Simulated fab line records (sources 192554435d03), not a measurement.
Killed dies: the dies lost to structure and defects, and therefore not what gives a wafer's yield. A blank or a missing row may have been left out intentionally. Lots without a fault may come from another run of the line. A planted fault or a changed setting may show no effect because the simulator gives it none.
Matching of chambers -- flow n5 finfet -- 4 sister chambers for N5_GATE_CUT_CMP_61 on cmp-04
The step polishes, stops on SiNx, t overpolish 3 s. 8 wafers are shown with their chamber, then 12 later ones without.

## EACH WAFER AND ITS CHAMBER
wafer,chamber,motor current A (A)
L074.1,0,11.6
L084.2,1,12.8
L086.2,2,10.5
L086.4,1,12.2
L086.5,0,11.8
L089.2,3,14.1
L089.5,3,14.8
L089.6,2,10.8

## WAFERS WHOSE CHAMBER IS MISSING
wafer,motor current A (A)
L091.2,11.0
L091.5,10.7
L091.6,14.1
L094.2,12.2
L094.3,11.6
L094.5,12.9
L095.2,11.7
L095.4,10.4
L095.5,10.8
L096.1,10.2
L096.4,12.8
L096.6,10.7

## EACH ONE'S CHAMBER
wafer,from the rows above,in truth
L091.2,can't be placed: 2 or 0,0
L091.5,2,2
L091.6,3,3
L094.2,can't be placed: 1 or 0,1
L094.3,0,0
L094.5,1,1
L095.2,0,0
L095.4,2,2
L095.5,2,2
L096.1,2,2
L096.4,1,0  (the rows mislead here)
L096.6,2,2
9 of 12 placed correctly. Not placeable from these rows: 2 (in 2, the candidates include the true chamber). 1 placed wrongly.
How it was worked out, from the rows above alone: a wafer's distance from a chamber is the root of the sum, over the readings, of the square of ((its reading less the chamber's mean) divided by the reading's scatter). The wafer belongs to the nearest chamber; if the next one is less than 2 further off, it can't be placed. Each chamber's mean is taken over the wafers shown for it. The scatter is the square root of a quotient: the sum, over the shown wafers, of each reading's squared deviation from its chamber's mean, divided by wafers minus chambers.
